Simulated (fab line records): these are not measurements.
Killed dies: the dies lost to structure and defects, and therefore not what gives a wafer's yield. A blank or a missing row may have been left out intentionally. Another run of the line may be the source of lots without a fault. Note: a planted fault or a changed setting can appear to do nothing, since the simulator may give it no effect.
What tool caused it?	flow n5Finfet	Sampling: 20 lots, 60 wafers, 6 of 1938 route steps

WHAT EACH GAUGE READ, for each wafer
N5_SPACER0_INSPECT_04: inspects for defects (darkfield). Usual: 144 for rawDefectCount, sd 37.
lot	measured	on	rawDefectCount	flag
L074	day 3 05:32	defectInspect-01	144 158 133	
L076	day 3 13:31	defectInspect-01	171 255 140	
L077	day 3 18:44	defectInspect-01	110 141 95	
L078	day 4 01:44	defectInspect-01	87 121 102	
L080	day 4 13:10	defectInspect-01	137 156 135	
L082	day 5 01:30	defectInspect-01	110 113 97	
L084	day 5 12:30	defectInspect-02	252 131 179	
L085	day 5 18:10	defectInspect-02	140 163 115	
L086	day 6 04:16	defectInspect-01	148 128 152	
L087	day 6 08:05	defectInspect-01	132 182 128	
L088	day 6 16:50	defectInspect-01	126 199 132	
L089	day 6 19:35	defectInspect-01	148 157 101	
L090	day 7 00:34	defectInspect-01	122 134 140	
L091	day 7 06:29	defectInspect-02	141 185 184	
L092	day 7 17:26	defectInspect-01	152 135 153	
L093	day 7 20:35	defectInspect-02	148 107 202	
L094	day 8 03:17	defectInspect-01	114 141 114	
L095	day 8 05:56	defectInspect-01	106 125 126	
L096	day 8 16:04	defectInspect-02	105 155 102	
L097	day 8 17:44	defectInspect-01	193 179 207	

WHICH TOOL RAN EACH LOT (tool, then ch and the chambers of the sampled wafers, then the start)
lot	N5_STI_FIN_REVEAL_STRIP_24	N5_STI_FIN_REVEAL_ETCH_34	N5_DUMMY_GATE_ETCH_37	N5_DUMMY_GATE_ETCH_31	N5_DUMMY_GATE_HM_OPEN_21
L074	rieDiel-06 ch 1,2,3, day 2 13:23	rieSi-06 ch 0,2,3, day 2 15:55	rieDiel-03 ch 0,1, day 3 03:45	rieDiel-03 ch 0,3, day 3 04:11	rieDiel-03 ch 0,3, day 3 04:16
L076	rieDiel-06 ch 1,2,3, day 2 23:03	rieSi-05 ch 0,1, day 3 01:21	rieDiel-01 ch 0,3, day 3 11:47	rieDiel-01 ch 0,1,2, day 3 12:10	rieDiel-01 ch 0,1,2, day 3 12:16
L077	rieDiel-06 ch 1,2, day 3 04:49	rieSi-05 ch 0,2,3, day 3 07:10	rieDiel-02 ch 0,1,3, day 3 17:01	rieDiel-01 ch 0,1,2, day 3 17:19	rieDiel-01 ch 0,1,2, day 3 17:25
L078	rieDiel-06 ch 1,2, day 3 11:04	rieSi-06 ch 0,1,2, day 3 13:37	rieDiel-02 ch 1,2, day 3 23:55	rieDiel-01 ch 0,1,3, day 4 00:23	rieDiel-01 ch 0,1,3, day 4 00:29
L080	rieDiel-06 ch 1,3, day 3 22:38	rieSi-05 ch 1,2, day 4 00:56	rieDiel-03 ch 0,3, day 4 11:23	rieDiel-02 ch 0,1,3, day 4 11:41	rieDiel-02 ch 0,1,3, day 4 11:46
L082	rieDiel-05 ch 0,1,2, day 4 12:01	rieSi-05 ch 0,1,3, day 4 14:20	rieDiel-03 ch 0,1,2, day 4 23:51	rieDiel-02 ch 1,3, day 5 00:10	rieDiel-02 ch 1,3, day 5 00:15
L084	rieDiel-04 ch 0,2,3, day 4 22:56	rieSi-05 ch 0,2, day 5 01:16	rieDiel-02 ch 1,2,3, day 5 10:53	rieDiel-01 ch 0,2,3, day 5 11:09	rieDiel-01 ch 0,2,3, day 5 11:14
L085	rieDiel-04 ch 0,2,3, day 5 04:16	rieSi-05 ch 1,2, day 5 06:36	rieDiel-02 ch 1,2,3, day 5 16:16	rieDiel-01 ch 0,1,3, day 5 16:34	rieDiel-01 ch 0,1,3, day 5 16:39
L086	rieDiel-05 ch 0,1, day 5 11:12	rieSi-03 ch 0,1, day 5 13:32	rieDiel-01 ch 1,2,3, day 6 02:35	rieDiel-02 ch 2,3, day 6 02:55	rieDiel-02 ch 2,3, day 6 03:00
L087	rieDiel-04 ch 0,2,3, day 5 14:40	rieSi-03 ch 0,1,3, day 5 17:00	rieDiel-02 ch 0,1,2, day 6 06:28	rieDiel-03 ch 0,1,2, day 6 06:45	rieDiel-03 ch 0,1,2, day 6 06:50
L088	rieDiel-04 ch 0,1,3, day 5 21:35	rieSi-03 ch 0,1,2, day 5 23:55	rieDiel-02 ch 0,2,3, day 6 15:05	rieDiel-03 ch 1,2,3, day 6 15:31	rieDiel-03 ch 1,2,3, day 6 15:36
L089	rieDiel-05 ch 1,2, day 6 04:46	rieSi-05 ch 1,3, day 6 07:05	rieDiel-03 ch 0,1,2, day 6 17:55	rieDiel-01 ch 0,1, day 6 18:11	rieDiel-01 ch 0,1, day 6 18:16
L090	rieDiel-06 ch 0,2,3, day 6 10:12	rieSi-06 ch 1,2,3, day 6 12:32	rieDiel-01 ch 0,2, day 6 22:32	rieDiel-02 ch 1,2,3, day 6 22:48	rieDiel-02 ch 1,2,3, day 6 22:53
L091	rieDiel-06 ch 0,2,3, day 6 16:35	rieSi-03 ch 0,3, day 6 18:57	rieDiel-02 ch 0,1,3, day 7 04:52	rieDiel-02 ch 0,1,2, day 7 05:09	rieDiel-02 ch 0,1,2, day 7 05:14
L092	rieDiel-06 ch 0,2, day 6 23:52	rieSi-05 ch 0,1, day 7 02:11	rieDiel-01 ch 0,3, day 7 15:42	rieDiel-01 ch 0,2,3, day 7 15:59	rieDiel-01 ch 0,2,3, day 7 16:04
L093	rieDiel-06 ch 0,1, day 7 04:47	rieSi-05 ch 1,2, day 7 07:07	rieDiel-03 ch 0,1, day 7 18:46	rieDiel-01 ch 1,2,3, day 7 19:02	rieDiel-01 ch 1,2,3, day 7 19:08
L094	rieDiel-05 ch 0,1,2, day 7 10:15	rieSi-03 ch 0,1,2, day 7 12:34	rieDiel-02 ch 0,1,2, day 8 01:40	rieDiel-02 ch 0,2,3, day 8 01:57	rieDiel-02 ch 0,2,3, day 8 02:02
L095	rieDiel-06 ch 1,2,3, day 7 16:05	rieSi-05 ch 1,3, day 7 18:39	rieDiel-01 ch 0,1,3, day 8 04:14	rieDiel-02 ch 0,2, day 8 04:31	rieDiel-02 ch 0,2, day 8 04:37
L096	rieDiel-04 ch 1,2,3, day 7 21:46	rieSi-03 ch 0,3, day 8 00:06	rieDiel-01 ch 1,2,3, day 8 13:24	rieDiel-01 ch 0,1, day 8 13:41	rieDiel-01 ch 0,1, day 8 13:46
L097	rieDiel-06 ch 1,3, day 8 03:27	rieSi-05 ch 1,3, day 8 05:47	rieDiel-03 ch 0,1, day 8 15:20	rieDiel-03 ch 1,2,3, day 8 15:37	rieDiel-03 ch 1,2,3, day 8 15:42
- N5_STI_FIN_REVEAL_STRIP_24: strips in N2/H2, time 90 s.
- N5_STI_FIN_REVEAL_ETCH_34: etches Si in H2, material Si, target depth 0.97 nm.
- N5_DUMMY_GATE_ETCH_37: etches SOC in N2/H2, target depth 60 nm, overetch 30 nm.
- N5_DUMMY_GATE_ETCH_31: etches SiO2 in C4F6/O2, target depth 82.5 nm, time 27.5 s.
- N5_DUMMY_GATE_HM_OPEN_21: chemistry CH3F/O2, target SiNx, target depth 120 nm, time 171.4 s.

AS READ BY THE TOOLS THEMSELVES (means over the sampled wafers that have a number; for cases with no such wafer, the mark the record gives instead)
N5_STI_FIN_REVEAL_STRIP_24. Usual: drypumpMotorCurrentA 5.9 A, standard deviation 0.42; oesProductAu 0.80 a.u., standard deviation 0.094; rfVppV 45.3 V, standard deviation 0.85; showerheadPlenumPTorr 3.40 Torr, standard deviation 0.12; tempC 40.01 C, standard deviation 0.12; throttleValvePct 12.08 %, standard deviation 0.22.
lot	tool	drypumpMotorCurrentA (A)	oesProductAu (a.u.)	rfVppV (V)	showerheadPlenumPTorr (Torr)	tempC (C)	throttleValvePct (%)	flag
L074	rieDiel-06	6.2	0.84	45.5	3.37	40.03	11.99	
L076	rieDiel-06	6.2	0.83	45.2	3.36	40.03	12.01	
L077	rieDiel-06	6.2	0.90	44.9	3.48	40.00	12.00	
L078	rieDiel-06	5.9	0.85	44.4	3.38	39.93	12.06	
L080	rieDiel-06	6.5	0.86	45.3	3.47	40.04	11.99	
L082	rieDiel-05	5.5	0.73	45.3	3.40	39.93	12.23	
L084	rieDiel-04	5.7	0.82	45.2	3.44	40.09	12.15	
L085	rieDiel-04	5.6	0.82	45.6	3.44	40.06	12.15	
L086	rieDiel-05	5.3	0.72	45.2	3.31	40.22	12.44	
L087	rieDiel-04	5.7	0.81	45.8	3.44	40.04	12.16	
L088	rieDiel-04	5.7	0.83	46.0	3.44	39.95	11.97	
L089	rieDiel-05	5.7	0.84	45.1	3.51	40.02	11.81	
L090	rieDiel-06	6.1	0.75	44.7	3.28	39.88	12.10	
L091	rieDiel-06	6.0	0.74	44.6	3.28	40.14	12.10	
L092	rieDiel-06	5.8	0.76	46.2	3.34	39.96	12.11	
L093	rieDiel-06	6.1	0.79	45.4	3.44	40.05	12.05	
L094	rieDiel-05	5.5	0.87	45.1	3.53	40.01	11.87	
L095	rieDiel-06	6.2	0.78	45.0	3.34	39.91	12.13	
L096	rieDiel-04	5.8	0.88	45.6	3.43	40.01	11.93	
L097	rieDiel-06	6.5	0.81	45.5	3.44	40.08	12.09	

N5_STI_FIN_REVEAL_ETCH_34. Usual: drypumpMotorCurrentA 5.8 A, standard deviation 0.55; heFlowSccm 142.5 sccm, standard deviation 0.45; oesProductAu 1.002 a.u., standard deviation 0.017; tempC 20.00 C, standard deviation 0.1; throttleValvePct 25.62 %, standard deviation 0.23.
lot	tool	drypumpMotorCurrentA (A)	heFlowSccm (sccm)	oesProductAu (a.u.)	tempC (C)	throttleValvePct (%)	flag
L074	rieSi-06	5.5	142.8	0.992	19.97	25.83	
L076	rieSi-05	5.4	142.5	1.015	20.03	25.75	
L077	rieSi-05	5.7	142.9	1.016	20.06	25.65	
L078	rieSi-06	5.8	142.5	0.991	20.03	25.71	
L080	rieSi-05	5.8	142.3	0.992	20.04	25.71	
L082	rieSi-05	5.8	142.4	1.015	19.93	25.67	
L084	rieSi-05	5.5	142.6	1.006	19.90	25.71	
L085	rieSi-05	5.8	142.3	0.991	20.06	25.71	
L086	rieSi-03	6.0	142.3	1.005	19.94	25.39	
L087	rieSi-03	5.8	142.7	1.011	19.95	25.54	
L088	rieSi-03	5.8	142.3	1.001	19.98	25.40	
L089	rieSi-05	6.3	142.5	1.001	20.04	25.58	
L090	rieSi-06	5.8	142.2	0.993	19.91	25.58	
L091	rieSi-03	5.9	142.2	1.028	20.02	25.53	
L092	rieSi-05	5.7	142.9	1.003	19.92	25.76	
L093	rieSi-05	5.8	142.1	0.996	20.07	25.71	
L094	rieSi-03	5.8	142.6	0.995	19.99	25.42	
L095	rieSi-05	6.3	142.4	1.009	20.03	25.57	
L096	rieSi-03	5.9	142.9	1.011	20.09	25.53	
L097	rieSi-05	6.3	142.4	1.000	20.03	25.58	

N5_DUMMY_GATE_ETCH_37. Usual: drypumpMotorCurrentA 5.6 A, standard deviation 0.52; oesProductAu 0.64 a.u., standard deviation 0.067; rfVppV 525.0 V, standard deviation 2.3; showerheadPlenumPTorr 2.58 Torr, standard deviation 0.081; tempC 39.99 C, standard deviation 0.11; throttleValvePct 17.72 %, standard deviation 0.21.
lot	tool	drypumpMotorCurrentA (A)	oesProductAu (a.u.)	rfVppV (V)	showerheadPlenumPTorr (Torr)	tempC (C)	throttleValvePct (%)	flag
L074	rieDiel-03	6.0	0.57	524.2	2.55	39.89	17.68	
L076	rieDiel-01	5.7	0.74	528.0	2.67	39.99	17.68	
L077	rieDiel-02	5.6	0.59	526.0	2.61	39.98	17.85	
L078	rieDiel-02	5.6	0.60	523.2	2.51	40.04	18.02	
L080	rieDiel-03	5.7	0.55	524.6	2.57	40.04	17.94	
L082	rieDiel-03	6.2	0.63	525.9	2.62	40.05	17.70	
L084	rieDiel-02	5.3	0.59	523.0	2.53	39.92	17.94	
L085	rieDiel-02	5.3	0.59	523.8	2.53	40.02	17.92	
L086	rieDiel-01	5.4	0.67	524.1	2.54	39.94	17.58	
L087	rieDiel-02	5.7	0.61	523.5	2.55	39.94	17.85	
L088	rieDiel-02	5.4	0.61	524.5	2.58	40.05	17.74	
L089	rieDiel-03	6.2	0.69	525.8	2.62	40.07	17.58	
L090	rieDiel-01	5.5	0.68	525.8	2.62	39.88	17.66	
L091	rieDiel-02	5.6	0.57	524.3	2.60	40.02	17.90	
L092	rieDiel-01	5.6	0.69	526.1	2.62	40.03	17.67	
L093	rieDiel-03	6.3	0.64	525.0	2.59	40.01	17.66	
L094	rieDiel-02	5.7	0.60	523.4	2.54	39.87	17.87	
L095	rieDiel-01	5.7	0.66	525.8	2.61	39.98	17.72	
L096	rieDiel-01	5.3	0.66	523.3	2.54	40.08	17.62	
L097	rieDiel-03	6.3	0.64	525.2	2.58	39.95	17.66	

N5_DUMMY_GATE_ETCH_31. Usual: drypumpMotorCurrentA 5.6 A, standard deviation 0.49; oesProductAu 0.83 a.u., standard deviation 0.085; rfVppV 668 V, standard deviation 5.2; showerheadPlenumPTorr 2.89 Torr, standard deviation 0.088; throttleValvePct 21.11 %, standard deviation 0.23.
lot	tool	drypumpMotorCurrentA (A)	oesProductAu (a.u.)	rfVppV (V)	showerheadPlenumPTorr (Torr)	throttleValvePct (%)	flag
L074	rieDiel-03	5.7	0.70	671	2.88	21.22	
L076	rieDiel-01	5.5	0.88	669	2.89	21.02	
L077	rieDiel-01	5.5	0.88	668	2.89	21.03	
L078	rieDiel-01	5.7	0.89	674	2.94	21.12	
L080	rieDiel-02	5.6	0.74	667	2.90	21.19	
L082	rieDiel-02	5.2	0.70	669	2.89	21.38	
L084	rieDiel-01	5.4	0.89	671	2.90	21.05	
L085	rieDiel-01	5.7	0.86	673	2.93	21.13	
L086	rieDiel-02	5.0	0.74	666	2.88	21.26	
L087	rieDiel-03	6.2	0.88	667	2.92	20.92	
L088	rieDiel-03	6.2	0.86	665	2.95	21.05	
L089	rieDiel-01	5.7	0.82	670	2.91	21.16	
L090	rieDiel-02	5.2	0.74	665	2.84	21.38	
L091	rieDiel-02	5.7	0.76	664	2.84	21.19	
L092	rieDiel-01	5.4	0.86	670	2.90	21.06	
L093	rieDiel-01	5.4	0.84	671	2.84	21.01	
L094	rieDiel-02	5.3	0.76	666	2.88	21.08	
L095	rieDiel-02	5.4	0.80	661	2.83	21.06	
L096	rieDiel-01	5.7	0.80	669	2.91	21.17	
L097	rieDiel-03	6.2	0.84	665	2.95	21.08	

N5_DUMMY_GATE_HM_OPEN_21. Usual: drypumpMotorCurrentA 5.6 A, standard deviation 0.48; oesProductAu 0.82 a.u., standard deviation 0.084; rfVppV 300.7 V, standard deviation 2.3; showerheadPlenumPTorr 2.05 Torr, standard deviation 0.065; throttleValvePct 16.40 %, standard deviation 0.23.
lot	tool	drypumpMotorCurrentA (A)	oesProductAu (a.u.)	rfVppV (V)	showerheadPlenumPTorr (Torr)	throttleValvePct (%)	flag
L074	rieDiel-03	5.7	0.70	302.0	2.05	16.59	
L076	rieDiel-01	5.4	0.88	300.8	2.06	16.30	
L077	rieDiel-01	5.4	0.87	300.8	2.06	16.30	
L078	rieDiel-01	5.7	0.89	302.7	2.09	16.36	
L080	rieDiel-02	5.6	0.73	300.2	2.06	16.52	
L082	rieDiel-02	5.2	0.70	300.8	2.05	16.73	
L084	rieDiel-01	5.4	0.89	302.7	2.06	16.31	
L085	rieDiel-01	5.7	0.87	301.7	2.09	16.39	
L086	rieDiel-02	5.0	0.75	300.2	2.04	16.58	
L087	rieDiel-03	6.2	0.88	300.8	2.08	16.22	
L088	rieDiel-03	6.3	0.86	298.9	2.10	16.34	
L089	rieDiel-01	5.7	0.82	301.5	2.07	16.41	
L090	rieDiel-02	5.3	0.74	299.8	2.02	16.68	
L091	rieDiel-02	5.6	0.76	299.4	2.02	16.49	
L092	rieDiel-01	5.4	0.86	301.3	2.06	16.34	
L093	rieDiel-01	5.4	0.84	301.8	2.02	16.29	
L094	rieDiel-02	5.4	0.75	299.1	2.04	16.41	
L095	rieDiel-02	5.4	0.79	298.7	2.01	16.35	
L096	rieDiel-01	5.7	0.80	300.2	2.07	16.43	
L097	rieDiel-03	6.2	0.84	299.9	2.09	16.36	

THE ANSWER, worked out from the rows above alone
Rule: a lot is off if the mean of its wafers that have a number lies more than 3 standard deviations from the usual mean. A lot without any number at a reading at which 4 lots or more have one is off too. Where the step has rows for the other lots, those lots are counted as sound. Order of review: gauges by route order, followed by the tools' own readings, for which a lot's mean as printed above is used. At the first step where some lot is off, the reading lying furthest off is the one used; lots without a number count as furthest.
None of the lots is off at any reading shown; this tells nothing.

WHAT THE SIMULATOR HAD INSERTED
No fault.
